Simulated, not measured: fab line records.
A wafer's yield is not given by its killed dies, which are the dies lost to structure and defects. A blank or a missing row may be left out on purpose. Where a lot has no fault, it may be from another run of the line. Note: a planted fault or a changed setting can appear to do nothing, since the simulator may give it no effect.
Chamber matching | flow n5Finfet | rieDiel-02 running N5_GATE_CUT_DESCUM_18: 4 sister chambers
The step chemistry O2, time 7 s. 20 wafers are shown with their chamber, then 10 later ones without.

== WAFERS WITH THEIR CHAMBER ==
wafer  | chamber | drypumpMotorCurrentA (A) | throttleValvePct (%) | showerheadPlenumPTorr (Torr)
L074.2 | 3       | 6.0                      | 20.78                | 2.16
L074.4 | 1       | 6.0                      | 20.35                | 2.01
L074.5 | 0       | 5.8                      | 20.50                | 1.98
L078.3 | 3       | 5.9                      | 20.80                | 2.16
L078.4 | 2       | 5.5                      | 20.69                | 2.18
L078.6 | 1       | 6.0                      | 20.34                | 2.00
L079.2 | 3       | 5.9                      | 20.80                | 2.16
L079.3 | 0       | 5.8                      | 20.53                | 1.97
L079.4 | 2       | 5.5                      | 20.68                | 2.18
L083.3 | 1       | 6.0                      | 20.37                | 2.00
L083.4 | 3       | 6.0                      | 20.81                | 2.16
L083.5 | 2       | 5.6                      | 20.70                | 2.18
L085.1 | 3       | 5.9                      | 20.82                | 2.15
L085.2 | 1       | 6.0                      | 20.40                | 2.00
L085.6 | 1       | 6.0                      | 20.37                | 2.00
L088.1 | 2       | 5.5                      | 20.70                | 2.17
L088.2 | 1       | 6.0                      | 20.38                | 2.00
L088.3 | 3       | 5.9                      | 20.83                | 2.15
L089.2 | 1       | 6.0                      | 20.39                | 2.00
L089.4 | 0       | 5.8                      | 20.20                | 2.23

SIGNATURES (means of the wafers above)
reading               | chamber 0 | chamber 1 | chamber 2 | chamber 3 | scatter within a chamber
drypumpMotorCurrentA  | 5.800     | 6.000     | 5.525     | 5.933     | 0.0361
throttleValvePct      | 20.4100   | 20.3714   | 20.6925   | 20.8067   | 0.0667
showerheadPlenumPTorr | 2.0600    | 2.0014    | 2.1775    | 2.1567    | 0.0523
Rule: for each reading, subtract the chamber's mean from the wafer's reading, divide by that reading's scatter and square the result; add these up over the readings and take the root, which gives the wafer's distance from the chamber. The wafer belongs to the nearest chamber; if the next one is less than 2 further off, it can't be placed. How the scatter is found: for the shown wafers, subtract from each reading the mean of its chamber, square and add these, divide the total by (wafers less chambers), then take the root.

== WAFERS MISSING THEIR CHAMBER ==
wafer  | drypumpMotorCurrentA (A) | throttleValvePct (%) | showerheadPlenumPTorr (Torr)
L089.5 | 5.5                      | 20.70                | 2.17
L092.2 | 5.5                      | 20.71                | 2.17
L092.3 | 6.0                      | 20.39                | 1.99
L092.4 | 6.0                      | 20.39                | 1.99
L093.1 | 5.9                      | 20.19                | 2.23
L093.2 | 5.5                      | 20.72                | 2.17
L093.5 | 6.0                      | 20.39                | 1.99
L096.1 | 6.0                      | 20.35                | 2.15
L096.3 | 5.5                      | 20.74                | 2.17
L096.4 | 5.8                      | 20.20                | 2.22

== CHAMBER TAKEN BY EACH ==
wafer  | from the rows above     | in truth
L089.5 | 2                       | 2
L092.2 | 2                       | 2
L092.3 | 1                       | 1
L092.4 | 1                       | 1
L093.1 | can't be placed: 0 or 1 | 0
L093.2 | 2                       | 2
L093.5 | 1                       | 1
L096.1 | 1                       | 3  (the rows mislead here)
L096.3 | 2                       | 2
L096.4 | 0                       | 0
Placed correctly: 8 of 10. These rows do not allow placing 1 (true chamber among the candidates in 1). Number placed wrongly: 1.
